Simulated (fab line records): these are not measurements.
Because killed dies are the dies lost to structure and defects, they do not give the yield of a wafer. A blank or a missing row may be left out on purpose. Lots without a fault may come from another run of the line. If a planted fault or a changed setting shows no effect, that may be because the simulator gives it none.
Split-lot study / flow n5_finfet / route with 1938 steps; 7 lots, 39 wafers read

== ABOUT THE SPLIT ==
At N5_DUMMY_GATE_ETCH_37 (etches SOC in N2/H2, target depth 60 nm, overetch 30 nm), the setting source_w was moved away from the recipe's 840 W on 15 of the 39 wafers read, by -13.2% to +8.9%. All remaining wafers had this setting at the recipe value.

Reading taken at the split's own step.

== THE READING ==
rf_vpp_V, in V, at N5_DUMMY_GATE_ETCH_37 (etches SOC in N2/H2, target depth 60 nm, overetch 30 nm). On this fab line, fault-free wafers typically give 523.8 V with a standard deviation of 2.8 V.

wafer=L074.1; tool, chamber at the split=rie_diel-01, 2; source_w as run, W=840; against the recipe=recipe; rf_vpp_V, V=521.2; against lot-mates on the recipe=-
wafer=L074.2; tool, chamber at the split=rie_diel-01, 0; source_w as run, W=840; against the recipe=recipe; rf_vpp_V, V=523.1; against lot-mates on the recipe=-
wafer=L074.3; tool, chamber at the split=rie_diel-01, 3; source_w as run, W=840; against the recipe=recipe; rf_vpp_V, V=523.8; against lot-mates on the recipe=-
wafer=L074.4; tool, chamber at the split=rie_diel-01, 1; source_w as run, W=840; against the recipe=recipe; rf_vpp_V, V=526.9; against lot-mates on the recipe=-
wafer=L074.5; tool, chamber at the split=rie_diel-01, 1; source_w as run, W=840; against the recipe=recipe; rf_vpp_V, V=526.9; against lot-mates on the recipe=-
wafer=L074.6; tool, chamber at the split=rie_diel-01, 2; source_w as run, W=840; against the recipe=recipe; rf_vpp_V, V=521.1; against lot-mates on the recipe=-
wafer=L079.1; tool, chamber at the split=rie_diel-01, 0; source_w as run, W=840; against the recipe=recipe; rf_vpp_V, V=523.0; against lot-mates on the recipe=-
wafer=L079.2; tool, chamber at the split=rie_diel-01, 1; source_w as run, W=840; against the recipe=recipe; rf_vpp_V, V=526.5; against lot-mates on the recipe=-
wafer=L079.3; tool, chamber at the split=rie_diel-01, 2; source_w as run, W=914.6; against the recipe=+8.9%; rf_vpp_V, V=504.6; against lot-mates on the recipe=-19.3
wafer=L079.4; tool, chamber at the split=rie_diel-01, 3; source_w as run, W=914.6; against the recipe=+8.9%; rf_vpp_V, V=507.8; against lot-mates on the recipe=-16.1
wafer=L079.5; tool, chamber at the split=rie_diel-01, 1; source_w as run, W=914.6; against the recipe=+8.9%; rf_vpp_V, V=513.1; against lot-mates on the recipe=-10.8
wafer=L079.6; tool, chamber at the split=rie_diel-01, 2; source_w as run, W=840; against the recipe=recipe; rf_vpp_V, V=522.1; against lot-mates on the recipe=-
wafer=L088.1; tool, chamber at the split=rie_diel-06, 3; source_w as run, W=840; against the recipe=recipe; rf_vpp_V, V=524.4; against lot-mates on the recipe=-
wafer=L088.2; tool, chamber at the split=rie_diel-06, 2; source_w as run, W=840; against the recipe=recipe; rf_vpp_V, V=520.8; against lot-mates on the recipe=-
wafer=L088.3; tool, chamber at the split=rie_diel-06, 1; source_w as run, W=840; against the recipe=recipe; rf_vpp_V, V=528.2; against lot-mates on the recipe=-
wafer=L088.4; tool, chamber at the split=rie_diel-06, 0; source_w as run, W=729.2; against the recipe=-13.2%; rf_vpp_V, V=544.8; against lot-mates on the recipe=+20.3
wafer=L088.5; tool, chamber at the split=rie_diel-06, 3; source_w as run, W=729.2; against the recipe=-13.2%; rf_vpp_V, V=547.6; against lot-mates on the recipe=+23.1
wafer=L088.6; tool, chamber at the split=rie_diel-06, 2; source_w as run, W=729.2; against the recipe=-13.2%; rf_vpp_V, V=543.9; against lot-mates on the recipe=+19.4
wafer=L089.1; tool, chamber at the split=rie_diel-05, 1; source_w as run, W=840; against the recipe=recipe; rf_vpp_V, V=526.5; against lot-mates on the recipe=-
wafer=L089.2; tool, chamber at the split=rie_diel-05, 0; source_w as run, W=840; against the recipe=recipe; rf_vpp_V, V=521.6; against lot-mates on the recipe=-
wafer=L089.3; tool, chamber at the split=rie_diel-05, 3; source_w as run, W=840; against the recipe=recipe; rf_vpp_V, V=527.4; against lot-mates on the recipe=-
wafer=L089.4; tool, chamber at the split=rie_diel-05, 1; source_w as run, W=768.3; against the recipe=-8.5%; rf_vpp_V, V=542.0; against lot-mates on the recipe=+16.8
wafer=L089.5; tool, chamber at the split=rie_diel-05, 0; source_w as run, W=768.3; against the recipe=-8.5%; rf_vpp_V, V=538.3; against lot-mates on the recipe=+13.1
wafer=L089.6; tool, chamber at the split=rie_diel-05, 3; source_w as run, W=768.3; against the recipe=-8.5%; rf_vpp_V, V=544.2; against lot-mates on the recipe=+19.0
wafer=L093.1; tool, chamber at the split=rie_diel-05, 0; source_w as run, W=840; against the recipe=recipe; rf_vpp_V, V=521.9; against lot-mates on the recipe=-
wafer=L093.2; tool, chamber at the split=rie_diel-05, 1; source_w as run, W=736.6; against the recipe=-12.3%; rf_vpp_V, V=550.1; against lot-mates on the recipe=+24.6
wafer=L093.3; tool, chamber at the split=rie_diel-05, 3; source_w as run, W=736.6; against the recipe=-12.3%; rf_vpp_V, V=550.7; against lot-mates on the recipe=+25.2
wafer=L093.4; tool, chamber at the split=rie_diel-05, 3; source_w as run, W=840; against the recipe=recipe; rf_vpp_V, V=527.6; against lot-mates on the recipe=-
wafer=L093.5; tool, chamber at the split=rie_diel-05, 1; source_w as run, W=840; against the recipe=recipe; rf_vpp_V, V=526.9; against lot-mates on the recipe=-
wafer=L093.6; tool, chamber at the split=rie_diel-05, 0; source_w as run, W=736.6; against the recipe=-12.3%; rf_vpp_V, V=543.3; against lot-mates on the recipe=+17.8
wafer=L095.1; tool, chamber at the split=rie_diel-06, 2; source_w as run, W=840; against the recipe=recipe; rf_vpp_V, V=519.7; against lot-mates on the recipe=-
wafer=L095.2; tool, chamber at the split=rie_diel-06, 1; source_w as run, W=840; against the recipe=recipe; rf_vpp_V, V=527.2; against lot-mates on the recipe=-
wafer=L095.3; tool, chamber at the split=rie_diel-06, 3; source_w as run, W=840; against the recipe=recipe; rf_vpp_V, V=522.9; against lot-mates on the recipe=-
wafer=L097.1; tool, chamber at the split=rie_diel-06, 3; source_w as run, W=840; against the recipe=recipe; rf_vpp_V, V=522.3; against lot-mates on the recipe=-
wafer=L097.2; tool, chamber at the split=rie_diel-06, 2; source_w as run, W=791.2; against the recipe=-5.8%; rf_vpp_V, V=529.7; against lot-mates on the recipe=+8.8
wafer=L097.3; tool, chamber at the split=rie_diel-06, 0; source_w as run, W=791.2; against the recipe=-5.8%; rf_vpp_V, V=530.0; against lot-mates on the recipe=+9.1
wafer=L097.4; tool, chamber at the split=rie_diel-06, 1; source_w as run, W=791.2; against the recipe=-5.8%; rf_vpp_V, V=537.8; against lot-mates on the recipe=+16.9
wafer=L097.5; tool, chamber at the split=rie_diel-06, 3; source_w as run, W=840; against the recipe=recipe; rf_vpp_V, V=521.4; against lot-mates on the recipe=-
wafer=L097.6; tool, chamber at the split=rie_diel-06, 2; source_w as run, W=840; against the recipe=recipe; rf_vpp_V, V=519.0; against lot-mates on the recipe=-

THE FIT
A straight line over all 39 wafers: rf_vpp_V changes by -1.79 V for each +1% of source_w; r = -0.96; the points scatter about the line by 3.2 V.
The same after taking each lot's own level away (the mean of its wafers on the recipe; 39 wafers): -1.75 V for each +1%; r = -0.96; scatter 2.9 V.
The reading moves by 23 V for the largest change in source_w, on that fit.
Measured against the standard deviation above, the lots' own levels, which go from 520.90 to 525.47 V, span 1.6 times it.
Hence the lot-to-lot level has little effect on the slope; both slopes agree.
Check: +23.6 V against its lot-mates is what the line predicts for one of the wafers moved furthest among these (-13.2%) when that wafer is left out of the fit. It came out at +20.3 V against them.
Tool readings at the split's step, against how far the setting was moved: rf_vpp_V r = -0.96.

== THESE WAFERS: OTHER SPLITS ==
These wafers also went through other splits before the reading. Each is held against what the fit with the lots' levels taken away leaves over:
other split on the same wafers=N5_DUMMY_GATE_EXPOSE_12 dose_mj; wafers away from the commonest value=18; r with rf_vpp_V (lot level and that fit taken away)=-0.19

== FILE'S OWN FIT ==
rf_vpp_V changes by -1.76 V for each +1% of source_w, r = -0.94.
